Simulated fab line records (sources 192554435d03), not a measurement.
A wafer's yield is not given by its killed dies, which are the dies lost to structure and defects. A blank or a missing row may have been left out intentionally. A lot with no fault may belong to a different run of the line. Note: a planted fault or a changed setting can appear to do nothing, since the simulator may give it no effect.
fab line records -- flow n5_finfet
[record] lots = 5, wafers = 12, last_day = 18
route steps=1938 shown BEOL_M9@1437 BEOL_M10@1470 BEOL_M15@1830 PASSIVATION@1936
lots untouched by any fault: they come from a run of this same line in which no faults occurred
start_h: hours from the record's first day to the start of the lot's first wafer shown -- wait_h: time in hours since the lot's previous step -- " identical to the entry in the row above -- L1.1+2: a single row standing in for several wafers -- - no value, or no start was given -- * or withheld: withheld -- < > ~ a bound
route shown NAME@n: NAME is a module with steps in the file, n the number in the route of the first one -- usual: mean and standard deviation over wafers with no fault -- same: alike in all rows -- chamber/n: place in a boat -- sites: readings site by site -- _std_site: standard deviation across them -- _edge_site: the outer-site mean with the inner-site mean subtracted -- radius_mm: for every site, how far away it sits from the centre of the wafer -- mask NAME#n: copy n -- behind: tool/chamber where the wafer was last shaped -- hold: why the lot went on hold/how many hours it stayed there/how the hold came to an end -- device: which transistor (n, p or np) failed to switch -- end of line: the same wafers' tests at the end of the route -- a step given without rows: its recipe and nothing more -- killed: dies that structure and defects cost at the first sort, which is not the same as the wafer's yield -- map: shows each die of a wafer: x if killed, . if not, _ if none is there
set.NAME: the setting that was run; set.NAME@STEP: the one run at that earlier step -- model.NAME: the simulator's own value behind a step, which no gauge read
certain route steps with their lots: each step a table, each wafer a row
services: when a tool's chamber went out of use (start_h, in hours from the record's first day, below 0 if earlier), for how many hours, and the reason
[[steps]]
[step N5_BEOL_M9_DESCUM_33]
[recipe] chemistry = O2, time_s = 7, source_power_w = 50, bias_power_w = 20, pressure_mtorr = 20, rf_frequency_hz = 2.712e+07, temp_c = 40, resist = CAR-EUV, o2_flow_sccm = 225
[step N5_BEOL_M9_ETCH_76]
[recipe] chemistry = N2/H2, target = underlayer, target_depth_a = 65, mask_material = CAR-EUV, time_s = 5.2, ion_energy_ev = 200, pressure_mtorr = 30, source_w = 840, bias_w = 150, n2_flow_sccm = 200, h2_flow_sccm = 200, ends = cleared
[step N5_BEOL_M9_ETCH_65]
[recipe] chemistry = CF4, target = SiARC, target_depth_a = 156, mask_material = CAR-EUV, time_s = 26, ion_energy_ev = 80, pressure_mtorr = 40, source_w = 545, bias_w = 36, Ar_flow_sccm = 100, cf4_flow_sccm = 100, ends = cleared
[step N5_BEOL_M9_ETCH_66]
[recipe] chemistry = N2/H2, target = SOC, target_depth_a = 800, overetch_a = 160, mask_material = SiARC, temp_c = 40, time_s = 120, ion_energy_ev = 200, pressure_mtorr = 30, source_w = 840, bias_w = 150, n2_flow_sccm = 200, h2_flow_sccm = 200
[step N5_BEOL_M9_STRIP_69]
[recipe] chemistry = N2/H2, temp_c = 40, n2_flow_sccm = 200, h2_flow_sccm = 200, rf_frequency_hz = 6e+07
[step N5_BEOL_M9_STRIP_77]
[recipe] chemistry = N2/H2, temp_c = 40, n2_flow_sccm = 200, h2_flow_sccm = 200, rf_frequency_hz = 6e+07
[step N5_BEOL_M9_VIA_ETCH_34]
[recipe] chemistry = C4F6/O2, target = SiCOH_lowk, target_depth_a = 1824, mask_material = SOC, taper_deg = 4, time_s = 68.4, ion_energy_ev = 250, pressure_mtorr = 30, source_w = 345, bias_w = 185, Ar_flow_sccm = 300, C4F6_flow_sccm = 10, O2_flow_sccm = 10
[step N5_BEOL_M9_STRIP_73]
[recipe] chemistry = C4F6/O2, resist = SiARC, rf_frequency_hz = 6e+07
[step N5_BEOL_M9_STRIP_36]
[recipe] chemistry = N2/H2, power_w = 450, temp_c = 40, pressure_mtorr = 20, rf_frequency_hz = 6e+07, overash_fraction = 0.3, bias_power_w = 7, h2_frac = 0.5, n2_flow_sccm = 200, h2_flow_sccm = 200
[step N5_BEOL_M9_TRENCH_ETCH_37]
[recipe] chemistry = C4F6/O2, target_depth_a = 1514.3, target = SiCOH_lowk, time_s = 49, ion_energy_ev = 250, pressure_mtorr = 30, source_w = 345, bias_w = 185, Ar_flow_sccm = 300, C4F6_flow_sccm = 10, O2_flow_sccm = 10
[usual] C4F6_flow_sccm = 10.006/0.028, O2_flow_sccm = 10.00/0.033, drypump_motor_current_A = 5.9/0.58, oes_product_au = 0.82/0.086, rf_fwd_power_W = 341.2/1.9, rf_vpp_V = 660/8.6, showerhead_plenum_p_Torr = 2.87/0.088, throttle_valve_pct = 20.90/0.25
lot.wafer,tool,chamber,start_h,wait_h,C4F6_flow_sccm,O2_flow_sccm,drypump_motor_current_A,oes_product_au,rf_fwd_power_W,rf_hours_counter_h,rf_vpp_V,showerhead_plenum_p_Torr,throttle_valve_pct,model.etch.depth_nm,model.BEOL_M9.feature_depth_nm,model.TiN_of_BEOL_M9_HM_DEP_02.thk_nm
L755.2,rie_diel-04,3,245.70,-,10.021,9.98,5.5,0.88,340.8,34,646,3.02,20.53,148.1,148.2,16.2
L755.5,rie_diel-04,3,245.70,-,9.965,10.00,5.5,0.87,340.2,-,645,3.02,20.52,147,147,16
L755.6,rie_diel-04,2,245.70,-,10.018,9.96,5.7,0.67,336.4,-,668,2.93,21.06,147.7,147.6,16
L759.1,rie_diel-04,0,273.38,-,9.934,9.99,5.4,0.81,342.4,17,670,2.90,21.03,124.1,124.2,16.8
L759.3,rie_diel-04,3,273.38,-,9.971,9.98,5.5,0.77,339.9,43,646,3.01,20.50,122.4,122.4,16.6
L760.3,rie_diel-04,3,284.49,-,10.021,10.01,5.4,0.77,343.1,48,645,3.01,20.52,121.6,121.6,17.2
L760.5,rie_diel-04,1,284.49,-,9.980,10.01,5.4,0.92,340.8,-,665,2.92,20.58,154.8,154.8,16.2
L762.1,rie_diel-04,1,290.71,-,10.029,9.92,5.4,0.81,339.3,14,665,2.92,20.54,123.4,123.4,16.6
L762.5,rie_diel-04,0,290.71,-,9.997,9.98,5.4,0.90,339.5,-,670,2.89,21.06,150.7,150.6,16.2
L772.3,rie_diel-02,0,366.04,-,10.007,9.97,5.1,0.91,343.0,44,665,2.98,20.57,157.9,157.8,15.6
L772.4,rie_diel-02,3,366.04,-,9.935,10.02,6.5,0.71,341.0,211,661,2.82,21.13,146.1,146.2,15.8
L772.5,rie_diel-02,1,366.04,-,10.026,9.97,6.2,0.84,342.9,-,668,2.80,21.03,151.2,151.2,15.8
[step N5_BEOL_M9_ETCH_41]
[recipe] chemistry = CH3F/O2, target = SiCN, target_depth_a = 366, taper_deg = 2, time_s = 70.1, ion_energy_ev = 120, mask_material = TiN, pressure_mtorr = 30, source_w = 395, bias_w = 75, Ar_flow_sccm = 150, CH3F_flow_sccm = 30, O2_flow_sccm = 20
[step N5_BEOL_M9_STRIP_80]
[recipe] chemistry = N2/H2, time_s = 10, power_w = 450, temp_c = 40, pressure_mtorr = 20, rf_frequency_hz = 6e+07, bias_power_w = 7, n2_flow_sccm = 200, h2_flow_sccm = 200
[step N5_BEOL_M9_OCD_MEAS_38]
[usual] trench_depth_nm = 150/3.2
lot.wafer,tool,chamber,start_h,wait_h,trench_depth_nm
L755.2,ocd-01,-,245.87,-,148
L755.5,ocd-01,-,245.87,-,147
L755.6,ocd-01,-,245.87,-,147
L759.1,ocd-02,-,273.56,-,124
L759.3,ocd-02,-,273.56,-,122
L760.3,ocd-01,-,284.67,-,121
L760.5,ocd-01,-,284.67,-,154
L762.1,ocd-02,-,290.89,-,123
L762.5,ocd-02,-,290.89,-,151
L772.3,ocd-02,-,366.22,-,158
L772.4,ocd-02,-,366.22,-,147
L772.5,ocd-02,-,366.22,-,152
[step N5_BEOL_M9_HM_STRIP_39]
[recipe] chemistry = peroxide_tin_strip, material = TiN, target_depth_a = 250, temp_c = 50, time_s = 158
[step N5_BEOL_M9_SRD_40]
[recipe] time_s = 30, temp_c = 23, rinse_liquid = diw, dry = ipa_marangoni
[step N5_BEOL_M9_PRECLEAN_42]
[recipe] chemistry = residue_remover, time_s = 60, temp_c = 40
[step N5_BEOL_M9_SRD_43]
[recipe] time_s = 30, temp_c = 23, rinse_liquid = diw, dry = ipa_marangoni
[step N5_BEOL_M9_CURE_72]
[recipe] temp_c = 370, time_s = 120, ambient = DMADMS/He, material = SiCOH_lowk
[step N5_BEOL_M9_DEGAS_44]
[recipe] ambient = vacuum, temp_c = 250, time_s = 60
[step N5_BEOL_M9_PRE_CLEAN_45]
[recipe] gas = H2/He, time_s = 30, temp_c = 250
[step N5_BEOL_M9_ALD_74]
[recipe] material = TaN, target_thk_a = 20, temp_c = 275, ald_precursor_family = PDMAT, ald_co_reactant = NH3, pressure_torr = 3, carrier_flow_sccm = 1500, pulse_time_s = 2, purge_time_s = 3, co_reactant_purge_time_s = 2, co_reactant_pulse_time_s = 3, ald_cycles = 40, precursor_vessel_temp_c = 75, precursor_vessel_pressure_torr = 26.25, precursor_vessel_carrier_sccm = 1000
[step N5_BEOL_M9_SURFACE_TREAT_79]
[recipe] gas = Ar, time_s = *, ion_energy_ev = *, ion_current_ma_cm2 = 0.5, pressure_mtorr = *, ar_flow_sccm = 30
[step N5_BEOL_M9_CVD_78]
[recipe] material = Co, target_thk_a = 20, temp_c = withheld, precursor = CCTBA/H2, pressure_torr = 30, time_s = 138.9
[step N5_BEOL_M9_SPUTTER_48]
[recipe] material = Cu, target_thk_a = 120, temp_c = -20, bias_v = 60, power_w = 26000, chamber_pressure_pa = 0.13, time_s = 2
[step N5_BEOL_M9_ECD_50]
[recipe] material = Cu, target_thk_a = 3180
[step N5_BEOL_M9_ANNEAL_51]
[recipe] temp_c = 225, time_s = 90, ambient = N2
[step N5_BEOL_M9_CMP_52]
[recipe] stop_on = SiCOH_lowk, t_overpolish_s = 7, down_force_psi = 1, platen_rpm = 50, clearing_platen_down_force_psi = 1.5, clearing_platen_rpm = 50, post_cmp_clean = cu_alkaline, target_thk_nm = 140, clearing_platen_pad_velocity_m_s = 0.99484, pad_velocity_m_s = 0.99484
[usual] motor_current_A = 5.9/0.56, platen_rpm = 50.00/0.032, slurry_flow_ml_min = 150.0/0.46
lot.wafer,tool,chamber,start_h,wait_h,motor_current_A,platen_rpm,slurry_flow_ml_min,model.Cu_of_BEOL_M9_ECD_50.thk_nm
L755.2,cmp-02,1,247.96,0.2,6.0,49.98,150.3,135
L755.6,cmp-02,0,247.96,0.2,5.4,50.04,149.4,135.6
L755.5,cmp-02,1,247.96,0.2,5.9,49.95,150.4,132
L759.3,cmp-03,2,276.33,0.2,6.7,50.01,149.3,112.8
L759.1,cmp-03,3,276.33,0.2,5.8,50.04,150.1,113.6
L760.3,cmp-01,1,288.06,0.2,7.0,49.97,149.4,109.2
L760.5,cmp-01,2,288.06,0.2,5.7,49.98,150.0,142
L762.1,cmp-01,0,293.16,0.4,5.8,50.04,150.2,111.4
L762.5,cmp-01,2,293.16,0.4,5.2,50.01,149.6,138.4
L772.4,cmp-02,1,369.46,0.2,6.3,49.97,149.3,133.2
L772.3,cmp-02,2,369.46,0.2,6.1,50.00,149.1,146.2
L772.5,cmp-02,3,369.46,0.2,5.3,50.05,149.7,138.2
[step N5_BEOL_M9_THK_MEAS_53]
[recipe] thk_meas_gauge = xrf, reads = Cu_of_BEOL_M9_ECD_50
[usual] M9_THK = 140/3.6
lot.wafer,tool,chamber,start_h,wait_h,M9_THK[nm]
L755.2,film_metro-02,-,248.22,-,137
L755.5,film_metro-02,-,248.22,-,134
L755.6,film_metro-02,-,248.22,-,138
L759.1,film_metro-01,-,276.60,0.2,114
L759.3,film_metro-01,-,276.60,0.2,114
L760.3,film_metro-02,-,288.35,-,111
L760.5,film_metro-02,-,288.35,-,144
L762.1,film_metro-02,-,293.34,-,112
L762.5,film_metro-02,-,293.34,-,138
L772.3,film_metro-02,-,369.68,-,147
L772.4,film_metro-02,-,369.68,-,134
L772.5,film_metro-02,-,369.68,-,139
[step N5_BEOL_M9_PRE_CLEAN_55]
[recipe] gas = NH3, time_s = 15, temp_c = withheld, rf_power_w = 300
[step N5_BEOL_M9_DEP_56]
[recipe] material = SiCN, target_thk_a = 150, temp_c = withheld, precursor = 3MS/NH3, pressure_torr = 3, rf_w = 202, time_s = 26.5
[step N5_BEOL_M9_RS_MEAS_57]
[recipe] thk_meas_gauge = four-point-probe, reads = Cu_of_BEOL_M9_ECD_50+Co_of_BEOL_M9_CVD_78+TaN_of_BEOL_M9_ALD_74
[usual] M9_RS = 0.153/0.0041
lot.wafer,tool,chamber,start_h,wait_h,M9_RS[ohm/sq]
L755.2,film_metro-01,-,248.35,0.1,0.157
L755.5,film_metro-01,-,248.35,0.1,0.161
L755.6,film_metro-01,-,248.35,0.1,0.156
L759.1,film_metro-02,-,276.73,0.1,0.191
L759.3,film_metro-02,-,276.73,0.1,0.192
L760.3,film_metro-01,-,288.49,0.1,0.199
L760.5,film_metro-01,-,288.49,0.1,0.148
L762.1,film_metro-01,-,293.48,0.1,0.194
L762.5,film_metro-01,-,293.48,0.1,0.153
L772.3,film_metro-01,-,369.81,0.1,0.144
L772.4,film_metro-01,-,369.81,0.1,0.159
L772.5,film_metro-01,-,369.81,0.1,0.153
[step N5_BEOL_M10_ILD_DEP_00]
[recipe] material = SiCOH_lowk, target_thk_a = 3085.1, temp_c = 300, precursor = DEMS/porogen, pressure_torr = 5, rf_w = 500, time_s = 58
[step N5_BEOL_M10_CURE_71]
[recipe] temp_c = 385, time_s = 240, ambient = He/Ar, material = SiCOH_lowk
[step N5_BEOL_M10_PECVD_70]
[recipe] material = SiO2, target_thk_a = 200, temp_c = 400, precursor = TEOS/O2, pressure_torr = 5.5, rf_w = 450, teos_flow_sccm = 53.8, gas = O2, flow_sccm = 3000, time_s = 22.7
[step N5_BEOL_M10_HM_DEP_02]
[recipe] material = TiN, target_thk_a = 200, temp_c = 25, chamber_pressure_pa = 0.49996
[step N5_BEOL_M10_COAT_59]
[recipe] resist = SOC, temp_c = 250, time_s = 60, spin_rpm = 1500, resist_thk_nm = 100
[step N5_BEOL_M15_RC_MEAS_101]
[usual] COMB_M10 = 1.46e-11/2.8e-12, COMB_M10_max_site = 2.2e-11/5.1e-12, COMB_M11 = 1.5e-11/3e-12, COMB_M12 = 6.6e-12/1.4e-12, COMB_M13 = 5.1e-12/1.1e-12, COMB_M14 = 3.8e-12/7.8e-13, COMB_M15 = 2.8e-12/5.2e-13, COMB_M5 = 3.6e-11/6.8e-12, COMB_M5_max_site = 5.1e-11/1.2e-11, COMB_M6 = 2.5e-11/5.8e-12, COMB_M6_max_site = 3.6e-11/9e-12, COMB_M7 = 2.6e-11/5.5e-12, COMB_M8 = 2.6e-11/4.5e-12, COMB_M8_max_site = 3.7e-11/7.6e-12, SERP_M10 = 3.04/0.091, SERP_M11 = 3.09/0.094, SERP_M12 = 0.636/0.017, SERP_M13 = 0.311/0.0067, SERP_M14 = 0.158/0.0049, SERP_M5 = 38.7/1.7, SERP_M6 = 13.8/0.5, SERP_M6_max_site = 14.3/0.58, SERP_M7 = 13.8/0.57, SERP_M8 = 13.6/0.5, SERP_M9 = 3.10/0.1, SERP_M9_max_site = 3.21/0.1
lot.wafer,tool,chamber,start_h,wait_h,COMB_M10[S/m],COMB_M10_max_site[S/m],COMB_M11[S/m],COMB_M12[S/m],COMB_M13[S/m],COMB_M14[S/m],COMB_M15[S/m],COMB_M5[S/m],COMB_M5_max_site[S/m],COMB_M6[S/m],COMB_M6_max_site[S/m],COMB_M7[S/m],COMB_M8[S/m],COMB_M8_max_site[S/m],SERP_M10[ohm/um],SERP_M11[ohm/um],SERP_M12[ohm/um],SERP_M13[ohm/um],SERP_M14[ohm/um],SERP_M5[ohm/um],SERP_M6[ohm/um],SERP_M6_max_site[ohm/um],SERP_M7[ohm/um],SERP_M8[ohm/um],SERP_M9[ohm/um],SERP_M9_max_site[ohm/um]
L755.2,prober-01,0,290.49,0.2,1.47e-11,1.9e-11,1.5e-11,7.5e-12,4.4e-12,3.6e-12,2.9e-12,2.5e-11,3.7e-11,2.2e-11,3.3e-11,2.1e-11,2.8e-11,3.3e-11,3.00,3.08,0.651,0.310,0.156,42.2,14.7,15.1,13.5,14.0,3.12,3.34
L755.5,prober-01,0,290.49,0.2,1.17e-11,1.7e-11,1.2e-11,6.6e-12,4.4e-12,3.9e-12,3.7e-12,2.6e-11,4.3e-11,3e-11,5e-11,2.2e-11,2.9e-11,3.8e-11,3.05,3.05,0.648,0.318,0.159,41.7,14.8,15.6,13.0,12.9,3.24,3.45
L755.6,prober-01,0,290.49,0.2,1.25e-11,1.8e-11,1.6e-11,6.5e-12,6.9e-12,2.9e-12,2.8e-12,3e-11,5e-11,3.9e-11,5.8e-11,2.3e-11,2.7e-11,3.4e-11,3.01,3.17,0.627,0.302,0.156,41.6,14.3,15.0,13.6,13.9,3.25,3.41
L759.1,prober-01,0,317.92,0.0,1.56e-11,2.1e-11,1.1e-11,4.8e-12,4.3e-12,4.4e-12,3e-12,2.9e-11,4.4e-11,2.5e-11,3.2e-11,3.1e-11,2.8e-11,3.1e-11,3.03,3.06,0.659,0.316,0.165,37.7,13.6,15.3,13.0,13.6,3.88,3.99
L759.3,prober-01,0,317.92,0.0,1.77e-11,3.4e-11,1.3e-11,4e-12,4.7e-12,3.8e-12,2.7e-12,3.5e-11,4.5e-11,2.1e-11,2.7e-11,3.9e-11,1.9e-11,2.6e-11,2.91,3.15,0.687,0.302,0.150,40.2,13.5,14.1,14.3,13.4,3.79,4.01
L760.3,prober-02,0,327.38,0.3,1.31e-11,1.8e-11,9e-12,7.8e-12,8.4e-12,4.4e-12,3.1e-12,2.4e-11,3.4e-11,2.3e-11,4.3e-11,3.7e-11,2.2e-11,2.4e-11,3.15,3.20,0.621,0.308,0.163,40.6,13.9,14.6,14.1,14.0,4.02,4.18
L760.5,prober-02,0,327.38,0.3,1.12e-11,1.6e-11,1.7e-11,8.9e-12,7.8e-12,4.5e-12,3.9e-12,3e-11,4.2e-11,3.3e-11,4.4e-11,3.8e-11,2.3e-11,3.4e-11,3.01,3.11,0.618,0.316,0.163,40.2,13.9,14.3,13.9,13.7,2.94,3.05
L762.1,prober-01,0,335.26,0.0,1.87e-11,2.4e-11,1.6e-11,8.2e-12,4.8e-12,4.3e-12,2.8e-12,4.7e-11,5.9e-11,1.5e-11,2.3e-11,2.8e-11,2.2e-11,4e-11,2.92,3.12,0.665,0.311,0.155,39.6,13.7,14.3,12.9,13.7,3.91,4.02
L762.5,prober-01,0,335.26,0.0,1.95e-11,2.5e-11,1.2e-11,6.8e-12,5.6e-12,4e-12,2.1e-12,3.5e-11,5.3e-11,2.7e-11,3.2e-11,2.4e-11,2.7e-11,3.4e-11,3.15,3.02,0.670,0.316,0.150,37.3,13.4,13.6,13.4,14.2,3.13,3.20
L772.3,prober-01,0,406.47,0.3,1.57e-11,2.2e-11,2e-11,9e-12,4e-12,3.8e-12,2e-12,3.2e-11,5.1e-11,1.7e-11,2.7e-11,2.2e-11,2.4e-11,3.3e-11,2.95,3.20,0.662,0.304,0.150,35.7,14.3,15.0,13.7,13.7,2.96,3.16
L772.4,prober-01,0,406.47,0.3,1.24e-11,1.9e-11,1.7e-11,1.09e-11,6.5e-12,4e-12,2.9e-12,3.3e-11,3.6e-11,1.5e-11,1.8e-11,2.7e-11,2.9e-11,4.6e-11,2.90,3.14,0.650,0.324,0.167,36.4,13.8,14.2,13.9,12.7,3.22,3.45
L772.5,prober-01,0,406.47,0.3,2.05e-11,3.4e-11,1.2e-11,6.5e-12,4.7e-12,3.7e-12,2.5e-12,2.3e-11,2.7e-11,1.5e-11,2.7e-11,3e-11,1.9e-11,2.4e-11,2.90,3.16,0.641,0.312,0.165,36.5,13.9,14.6,13.1,13.4,3.08,3.16
// sites SERP_M9 radius_mm=0,75,75,75,75,140,140,140,140
L755.2 2.98 3.08 3.11 3.03 3.12 3.30 3.28 3.26 3.34
L759.1 3.97 3.97 3.88 3.92 3.99 3.74 3.76 3.75 3.71
L760.3 3.89 4.02 3.94 3.93 4.00 4.13 4.15 4.03 4.18
L762.1 3.74 3.91 3.81 3.87 3.82 4.00 4.02 4.02 3.91
L772.3 2.91 2.91 3.04 2.91 2.96 2.94 3.16 3.03 3.04
[step N5_PASSIVATION_PROBE_49]
[usual] defect_limited_yield = 91.6/1.6, killed_at_M0_to_M3 = 31/10, killed_at_M4_up = 14/6.3, killed_at_contacts = 12/6.1, killed_at_front_end = 39/12, killed_at_other = 3.7/2.8, killed_dies = 100/19, killed_open = 66/14, killed_short = 33/8.1, sort_bin_5_function = 5.0/1.1, sort_bin_6_memory = 3.2/0.66, sort_n_pass = 1080/18, sort_yield_pct = 91.6/1.6
[same] gross_dies = 1180, killed_at_back_side = 0, sort_bin_4_leakage[%] = 0, sort_bin_8_speed[%] = 0
lot.wafer,tool,chamber,start_h,wait_h,defect_limited_yield[%],killed_at_M0_to_M3,killed_at_M4_up,killed_at_contacts,killed_at_front_end,killed_at_other,killed_dies,killed_open,killed_short,sort_bin_5_function[%],sort_bin_6_memory[%],sort_n_pass,sort_yield_pct[%]
L760.3,prober-01,-,339.34,0.1,90.8,33,19,8,37,12,109,67,36,5.3,3.4,1071,90.8
// killed by level:class
L760.3 BEOL_M2:geometric_particle:open=10 BEOL_M4:geometric_particle:open=9 FIN_SAQP:geometric_particle:short=7 FIN_SAQP:geometric_particle:open=7 MOL_CONTACT_COAG:geometric_particle:open=7 DUMMY_GATE:geometric_particle:open=5 BEOL_M1:geometric_particle:open=5 GATE_CUT:geometric_particle:open=4
[[services]]
tool,chamber,start_h,hours,kind
cmp-02,-,240.06,4.0,pm
cmp-02,-,244.06,-,consumable_replace:conditioner
cmp-02,-,244.06,-,consumable_replace:pad
rie_diel-04,2,265.06,-,clean
rie_diel-04,2,265.06,-,consumable_replace:focus_ring
rie_diel-04,2,265.06,27.9,scheduled_down
rie_diel-04,2,265.06,27.9,vent_cycle
cmp-03,-,299.53,7.0,pm
cmp-01,-,303.82,4.0,pm
cmp-01,-,307.82,-,consumable_replace:conditioner
cmp-01,-,307.82,-,consumable_replace:pad
cmp-01,-,320.38,5.9,pm
rie_diel-02,0,324.30,6.3,repair
cmp-02,-,350.29,3.3,repair
[[key]]
[first_sign] step = N5_BEOL_M9_OCD_MEAS_38, reading = trench_depth_nm, direction = down, sigmas = 8.5, usual = 150, struck = 123
[effect] step = N5_BEOL_M9_THK_MEAS_53, reading = M9_THK, direction = down, sigmas = 7.7, usual = 140, struck = 113
[effect] step = N5_BEOL_M9_RS_MEAS_57, reading = M9_RS, direction = up, sigmas = 10, usual = 0.153, struck = 0.194
[effect] step = N5_BEOL_M15_RC_MEAS_101, reading = SERP_M9, direction = up, sigmas = 8, usual = 3.10, struck = 3.90
[model_effect] step = N5_BEOL_M9_TRENCH_ETCH_37, value = etch.depth_nm, without = 151.4, struck = 122.9
[model_effect] step = N5_BEOL_M9_CMP_52, value = Cu_of_BEOL_M9_ECD_50.thk_nm, without = 140.2, struck = 111.8
met_at N5_BEOL_M9_TRENCH_ETCH_37
struck_wafers L759.1,L759.3,L760.3,L762.1
onset_between 245.70 273.38
[fault] kind = process_parameter_drift, tool = rie_diel-04, chamber = -, onset_h = 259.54, steps = N5_BEOL_M9_TRENCH_ETCH_37, channel = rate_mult, offset = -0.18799, shape = step, end_h = 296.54, scope = struck_wafers_only
